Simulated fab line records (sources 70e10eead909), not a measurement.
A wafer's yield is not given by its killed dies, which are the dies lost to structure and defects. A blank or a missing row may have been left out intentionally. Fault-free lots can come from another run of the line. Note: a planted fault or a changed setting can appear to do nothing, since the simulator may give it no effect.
Comparing a struck lot with a sound one -- flow nand_harc -- 14 steps out of a route of 1302
Sound: wafers L181.3, L181.4, L181.5. Struck: wafers L199.1, L199.6 (left out: L199.3, a lot-mate that was not struck); the cause follows at the end.
For every step that has rows: the tool of each side, followed by ch and its chambers, followed by its first start. Under that, the readings that differ: sound wafers -- struck wafers -- difference of the means -- sigmas: that difference in standard deviations of wafers without a fault.
alike: readings whose means differ by less than 2 such deviations, and words and numbers that are the same on both sides. not compared: withheld readings, readings that some wafer has no value for, bounds like >300 that may hide the same value, and numbers for which the record gives no deviation and whose values overlap.
The two part at a step that has a row with sigmas, a row that says differs or no value, or rows on one side only. Numbers that don't overlap but have no deviation are shown without sigmas and don't part them. A reading that every wafer of one side lacks parts them only if that side has two wafers or more.

NHARC_A_STAIRCASE_ETCH_190: etches the open film in C4F8/O2, target depth 100 nm, time 40.5 s.
  sound: rie_diel-13 ch 1,2; struck: rie_diel-05 ch 1,2
  alike: oes_product_au, rf_vpp_V
  not compared: rf_hours_counter_h
then, 2 steps without rows for these wafers: NHARC_A_STAIRCASE_TRIM_191 (chemistry O2, time 211.2 s); NHARC_A_STAIRCASE_ETCH_192 (etches the open film in C4F8/O2, target depth 100 nm, time 40.5 s).
NHARC_A_STAIRCASE_TRIM_193: chemistry O2, time 211.2 s.
  sound: rie_diel-13 ch 0,2; struck: rie_diel-05 ch 0,1
reading,sound,struck,difference,sigmas
rf_vpp_V (V),56.4 56.5 57.8,59.2 58.9,+2.1,+2
  alike: drypump_motor_current_A, oes_product_au, showerhead_plenum_p_Torr, throttle_valve_pct
  not compared: rf_hours_counter_h
NHARC_A_STAIRCASE_ETCH_194: etches the open film in C4F8/O2, target depth 100 nm, time 40.5 s.
  sound: rie_diel-13 ch 0,1; struck: rie_diel-05 ch 0,1
  alike: oes_product_au, rf_vpp_V
  not compared: rf_hours_counter_h
then, 2 steps without rows for these wafers: NHARC_A_STAIRCASE_TRIM_196 (chemistry O2, time 211.2 s); NHARC_A_STAIRCASE_ETCH_197 (etches the open film in C4F8/O2, target depth 100 nm, time 40.5 s).
NHARC_A_STAIRCASE_TRIM_198: chemistry O2, time 211.2 s.
  sound: rie_diel-13 ch 1,2; struck: rie_diel-13 ch 0,3
reading,sound,struck,difference,sigmas
showerhead_plenum_p_Torr (Torr),3.78 3.74 3.78,3.29 3.31,-0.47,-2
  alike: drypump_motor_current_A, oes_product_au, rf_vpp_V, throttle_valve_pct
  not compared: rf_hours_counter_h
then, 3 steps without rows for these wafers: NHARC_A_STAIRCASE_ETCH_199 (etches the open film in C4F8/O2, target depth 100 nm, time 40.5 s); NHARC_A_STAIRCASE_TRIM_200 (chemistry O2, time 211.2 s); NHARC_A_STAIRCASE_ETCH_201 (etches the open film in C4F8/O2, target depth 100 nm, time 40.5 s).
NHARC_A_STAIRCASE_TRIM_202: chemistry O2, time 211.2 s.
  sound on rie_diel-13 ch 0,1, day 15 21:29; struck on rie_diel-13 ch 0, day 24 08:42
reading,sound,struck,difference,sigmas
oes_product_au (a.u.),0.995 0.994 1.013,0.852 0.846,-0.152,-15
  alike: drypump_motor_current_A, rf_vpp_V, showerhead_plenum_p_Torr, throttle_valve_pct
  not compared: rf_hours_counter_h
NHARC_A_STAIRCASE_ETCH_203: etches the open film in C4F8/O2, target depth 100 nm, time 40.5 s.
  sound: rie_diel-13 ch 0,1; struck: rie_diel-13 ch 0,3
  alike: oes_product_au, rf_vpp_V
  not compared: rf_hours_counter_h
-- the record jumps here: 9 days lie between the struck wafers' starts before and after (it left off in module A_STAIRCASE and takes up again in module END, whose first step shown is number 1302 of the route) --
NHARC_END_SORT_01:
  only the struck wafers appear in the record here, on prober-01 ch 0 at day 32 21:28; the sound ones have no rows

== WHERE THEY PART ==
Last at NHARC_END_SORT_01 as far as this record goes, first at NHARC_A_STAIRCASE_TRIM_193.

WHY: whatever the simulator had introduced
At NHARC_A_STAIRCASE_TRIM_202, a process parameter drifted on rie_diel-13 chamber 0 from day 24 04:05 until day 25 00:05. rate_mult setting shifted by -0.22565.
